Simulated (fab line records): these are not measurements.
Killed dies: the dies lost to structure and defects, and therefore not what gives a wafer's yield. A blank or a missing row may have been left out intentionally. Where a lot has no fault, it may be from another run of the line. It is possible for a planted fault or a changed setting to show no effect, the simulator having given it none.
8D (eight disciplines) problem report, filled in by code -- flow nandHarc -- the parts of the form that need people (team, actions taken, sign-off) are left out

== 1. WHAT WENT WRONG ==
Mean of rfFwdPowerW at NHARC_A_STAIRCASE_DEP_301: 208.3 W across 2 wafers in 2 lots; on wafers with no fault it is 348.6 W (standard deviation 1.1). So: -99 or more standard deviations from the usual mean.
The step: deposits SiON, target thk 30 nm.
Earliest sighting: wafer L412.1 on pecvd-03 at day 18 16:19. The record has a number at this step for 36 wafers belonging to 12 lots. The rule behind "out" and "out of limits": a value lying over 4 standard deviations away from the usual mean. All remaining wafers that have a number are taken as sound.

== 2. WHAT IT IS; WHAT IT IS NOT ==
question,is,is not
which readings at this step,"rfFwdPowerW, showerheadVppV",heaterPowerW
which lots,"L412, L413","L407, L409, L421, L422, L423, L425, L426, L427, L428, L429"
which wafers of those lots,"L412.1, L413.2","L412.3, L412.5, L413.1, L413.3"
read on which tools,pecvd-03,"pecvd-02, pecvd-04"
when,from day 18 16:19,"up to then (8 sound wafers); but 26 sound wafers of L413, L421, L422, L423, L425, L426, L427, L428, L429 came after"

== 3. SUSPECTS, AND WHAT RULES EACH OUT ==
Counting: a tool at a process step up to the reading stays a suspect if it ran every lot that is out. Sound lots after the first of them don't rule it out here, since some wafers of a struck lot are sound.
- pecvd-03 at NHARC_A_STAIRCASE_DEP_301 (deposits SiON, target thk 30 nm): kept. It ran every lot that is out, first L412 (day 18 16:19). Its own readings are out on those wafers: rfFwdPowerW, showerheadVppV.
- Within pecvd-03 at NHARC_A_STAIRCASE_DEP_301: the wafers that are out ran in chamber 0; their sound lot-mates ran in chambers 1, 2.
After counting, what remains is pecvd-03 at NHARC_A_STAIRCASE_DEP_301.

== 4. THE CAUSE (what the simulator had put in) ==
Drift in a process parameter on pecvd-03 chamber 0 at NHARC_A_STAIRCASE_DEP_301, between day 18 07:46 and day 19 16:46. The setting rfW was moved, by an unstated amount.
Only this tool survived the counting.

== 5. THE EFFECT CHAIN, in route order ==
Rows list readings where the struck wafers' mean (over those with a number) sits beyond 3 standard deviations from the usual. Only readings whose record carries a usual standard deviation are examined. hours: median over the lots of the time between each lot's start at the first step of this table that gives one and its start at this step. sigmas: the change, counted in usual standard deviations.
hours,step,reading,usual,on struck wafers,change,sigmas
0,NHARC_A_STAIRCASE_DEP_301,rfFwdPowerW,348.6 W,208.3,-140.3,-99 or more
0,NHARC_A_STAIRCASE_DEP_301,showerheadVppV,1152 V,818,-334,-5.0
Process steps it contains:
- NHARC_A_STAIRCASE_DEP_301: deposits SiON, target thk 30 nm.
Later steps that measure or inspect, where all struck wafers having a row at the step show a number for every such reading and not one has moved that far: NHARC_END_SORT_01.

== 6. HOW IT WOULD HAVE BEEN CAUGHT EARLIER ==
In this record the first reading out of limits was taken at day 18 16:19, 9 hours after the fault began at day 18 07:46.
